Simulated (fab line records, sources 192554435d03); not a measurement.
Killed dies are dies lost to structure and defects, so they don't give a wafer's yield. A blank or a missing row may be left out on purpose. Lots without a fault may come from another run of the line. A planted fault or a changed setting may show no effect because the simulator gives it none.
Which tool did it? | flow n5_finfet | 10 lots, 30 wafers sampled, at 3 steps of a route of 1938

WHAT THE GAUGES READ, wafer by wafer
N5_HKMG_FIN_OVL_MEAS_50.
lot  | measured    | on         | NDIPOLE_OVL (nm)
L075 | day 4 12:08 | overlay-01 | -0.8 0.6 0.9
L077 | day 4 19:10 | overlay-02 | 0.0 -1.0 -1.1
L079 | day 5 09:58 | overlay-01 | -1.0 -1.3 -0.7
L083 | day 6 07:34 | overlay-01 | 0.1 -0.2 1.7
L084 | day 6 16:25 | overlay-01 | 0.8 -0.8 -0.1
L087 | day 7 05:19 | overlay-01 | -1.1 0.2 0.8
L089 | day 7 16:55 | overlay-01 | -1.4 0.2 0.3
L091 | day 8 05:54 | overlay-02 | 0.2 0.3 0.5
L093 | day 8 19:02 | overlay-01 | -2.0 -2.3 -1.2
L095 | day 9 05:38 | overlay-02 | -0.6 -0.7 -0.5

WHICH TOOL RAN EACH LOT (tool, then ch and the chambers of the sampled wafers, then the start)
lot  | N5_DUMMY_REMOVAL_HM_STRIP_01      | N5_DUMMY_REMOVAL_STRIP_10
L075 | rie_diel-02 ch 0,1,3, day 4 10:33 | rie_diel-02 ch 0,1,3, day 4 10:35
L077 | rie_diel-02 ch 1,3, day 4 17:40   | rie_diel-02 ch 1,3, day 4 17:43
L079 | rie_diel-02 ch 0,1,3, day 5 08:23 | rie_diel-02 ch 0,1,3, day 5 08:25
L083 | rie_diel-04 ch 2,3, day 6 06:01   | rie_diel-04 ch 2,3, day 6 06:04
L084 | rie_diel-02 ch 0,1,3, day 6 14:53 | rie_diel-02 ch 0,1,3, day 6 14:55
L087 | rie_diel-02 ch 0,1, day 7 03:55   | rie_diel-02 ch 0,1, day 7 03:57
L089 | rie_diel-05 ch 0,2,3, day 7 15:20 | rie_diel-05 ch 0,2,3, day 7 15:22
L091 | rie_diel-05 ch 0,2,3, day 8 04:29 | rie_diel-05 ch 0,2,3, day 8 04:31
L093 | rie_diel-04 ch 0,1,2, day 8 17:31 | rie_diel-04 ch 0,1,2, day 8 17:33
L095 | rie_diel-02 ch 0,1, day 9 04:11   | rie_diel-02 ch 0,1, day 9 04:14
- N5_DUMMY_REMOVAL_HM_STRIP_01: strips SiNx in CH3F/O2, stops on poly-Si, target depth 4 nm, time 6.8 s.
- N5_DUMMY_REMOVAL_STRIP_10: strips in N2/H2, time 40 s.

THE ANSWER, worked out from the rows above alone
Rule: what is usual is taken from the lots themselves. Put in order of their means at a reading, lots are off if they are a third of the lots or fewer, leave a main group of 4 or more, and stand apart from it by a gap of 3 or more times the standard deviation of the main group's means; of several such gaps the widest counts. A main group whose means are all the same, to the digits that the tables above print for the reading, isn't used. A lot without any number at a reading at which 4 lots or more have one is off too. The other lots that the step has rows for count as sound.
No lot is off at any reading shown: from this, nothing can be told.

WHAT THE SIMULATOR HAD PUT IN
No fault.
